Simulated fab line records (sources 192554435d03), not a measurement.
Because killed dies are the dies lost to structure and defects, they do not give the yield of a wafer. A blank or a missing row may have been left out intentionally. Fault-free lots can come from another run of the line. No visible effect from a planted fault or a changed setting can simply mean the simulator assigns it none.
Chamber matching || flow n5Finfet || N5_BEOL_M10_DESCUM_33 on rieDiel-04: 4 sister chambers
The step chemistry O2, time 7.9 s. 16 wafers are shown with their chamber, then 8 later ones without.

WAFERS WITH THEIR CHAMBER
{"wafer": "L076.1", "chamber": 2, "showerheadPlenumPTorr (Torr)": 2.03, "drypumpMotorCurrentA (A)": 5.7, "throttleValvePct (%)": 20.22}
{"wafer": "L076.3", "chamber": 0, "showerheadPlenumPTorr (Torr)": 2.14, "drypumpMotorCurrentA (A)": 6.7, "throttleValvePct (%)": 20.31}
{"wafer": "L076.5", "chamber": 0, "showerheadPlenumPTorr (Torr)": 2.14, "drypumpMotorCurrentA (A)": 6.7, "throttleValvePct (%)": 20.28}
{"wafer": "L078.1", "chamber": 3, "showerheadPlenumPTorr (Torr)": 2.00, "drypumpMotorCurrentA (A)": 6.2, "throttleValvePct (%)": 20.69}
{"wafer": "L078.3", "chamber": 2, "showerheadPlenumPTorr (Torr)": 2.03, "drypumpMotorCurrentA (A)": 5.7, "throttleValvePct (%)": 20.26}
{"wafer": "L078.6", "chamber": 0, "showerheadPlenumPTorr (Torr)": 2.14, "drypumpMotorCurrentA (A)": 6.7, "throttleValvePct (%)": 20.30}
{"wafer": "L080.1", "chamber": 1, "showerheadPlenumPTorr (Torr)": 2.16, "drypumpMotorCurrentA (A)": 5.9, "throttleValvePct (%)": 20.78}
{"wafer": "L080.3", "chamber": 0, "showerheadPlenumPTorr (Torr)": 2.14, "drypumpMotorCurrentA (A)": 6.7, "throttleValvePct (%)": 20.30}
{"wafer": "L080.5", "chamber": 3, "showerheadPlenumPTorr (Torr)": 2.00, "drypumpMotorCurrentA (A)": 6.2, "throttleValvePct (%)": 20.71}
{"wafer": "L082.1", "chamber": 1, "showerheadPlenumPTorr (Torr)": 2.16, "drypumpMotorCurrentA (A)": 5.9, "throttleValvePct (%)": 20.80}
{"wafer": "L082.2", "chamber": 3, "showerheadPlenumPTorr (Torr)": 2.00, "drypumpMotorCurrentA (A)": 6.2, "throttleValvePct (%)": 20.70}
{"wafer": "L082.3", "chamber": 0, "showerheadPlenumPTorr (Torr)": 2.14, "drypumpMotorCurrentA (A)": 6.7, "throttleValvePct (%)": 20.31}
{"wafer": "L085.3", "chamber": 0, "showerheadPlenumPTorr (Torr)": 2.13, "drypumpMotorCurrentA (A)": 6.7, "throttleValvePct (%)": 20.32}
{"wafer": "L085.4", "chamber": 3, "showerheadPlenumPTorr (Torr)": 2.00, "drypumpMotorCurrentA (A)": 6.2, "throttleValvePct (%)": 20.71}
{"wafer": "L085.6", "chamber": 1, "showerheadPlenumPTorr (Torr)": 2.16, "drypumpMotorCurrentA (A)": 5.8, "throttleValvePct (%)": 20.80}
{"wafer": "L088.1", "chamber": 2, "showerheadPlenumPTorr (Torr)": 2.02, "drypumpMotorCurrentA (A)": 5.7, "throttleValvePct (%)": 20.28}

SIGNATURES (means of the wafers above)
{"reading": "showerheadPlenumPTorr", "chamber 0": 2.1383, "chamber 1": 2.1600, "chamber 2": 2.0267, "chamber 3": 2.0000, "scatter within a chamber": 0.00354}
{"reading": "drypumpMotorCurrentA", "chamber 0": 6.700, "chamber 1": 5.867, "chamber 2": 5.700, "chamber 3": 6.200, "scatter within a chamber": 0.0236}
{"reading": "throttleValvePct", "chamber 0": 20.3033, "chamber 1": 20.7933, "chamber 2": 20.2533, "chamber 3": 20.7025, "scatter within a chamber": 0.0167}
Rule: for a wafer and a chamber, the distance is found by dividing, reading by reading, the gap between the wafer's reading and the chamber's mean by the reading's scatter, squaring, summing and taking the root. The wafer belongs to the nearest chamber; if the next one is less than 2 further off, it can't be placed. The scatter: the root of (the sum of the squares of (reading less its chamber's mean) over the shown wafers, divided by (wafers less chambers)).

WAFERS WITHOUT THEIR CHAMBER
{"wafer": "L088.3", "showerheadPlenumPTorr (Torr)": 1.99, "drypumpMotorCurrentA (A)": 6.2, "throttleValvePct (%)": 20.71}
{"wafer": "L088.5", "showerheadPlenumPTorr (Torr)": 2.02, "drypumpMotorCurrentA (A)": 5.6, "throttleValvePct (%)": 20.28}
{"wafer": "L092.2", "showerheadPlenumPTorr (Torr)": 2.15, "drypumpMotorCurrentA (A)": 5.8, "throttleValvePct (%)": 20.84}
{"wafer": "L092.5", "showerheadPlenumPTorr (Torr)": 2.13, "drypumpMotorCurrentA (A)": 6.7, "throttleValvePct (%)": 20.33}
{"wafer": "L092.6", "showerheadPlenumPTorr (Torr)": 2.15, "drypumpMotorCurrentA (A)": 5.9, "throttleValvePct (%)": 20.82}
{"wafer": "L094.1", "showerheadPlenumPTorr (Torr)": 2.13, "drypumpMotorCurrentA (A)": 6.7, "throttleValvePct (%)": 20.36}
{"wafer": "L094.4", "showerheadPlenumPTorr (Torr)": 1.99, "drypumpMotorCurrentA (A)": 6.2, "throttleValvePct (%)": 20.75}
{"wafer": "L094.6", "showerheadPlenumPTorr (Torr)": 2.15, "drypumpMotorCurrentA (A)": 5.9, "throttleValvePct (%)": 20.83}

THE CHAMBER EACH PASSED THROUGH
{"wafer": "L088.3", "from the rows above": 3, "in truth": 3}
{"wafer": "L088.5", "from the rows above": 2, "in truth": 2}
{"wafer": "L092.2", "from the rows above": 1, "in truth": 1}
{"wafer": "L092.5", "from the rows above": 0, "in truth": 0}
{"wafer": "L092.6", "from the rows above": 1, "in truth": 1}
{"wafer": "L094.1", "from the rows above": 0, "in truth": 0}
{"wafer": "L094.4", "from the rows above": 3, "in truth": 3}
{"wafer": "L094.6", "from the rows above": 1, "in truth": 1}
Correct placement for 8 of the 8. Left unplaced by these rows: 0. 0 placed wrongly.
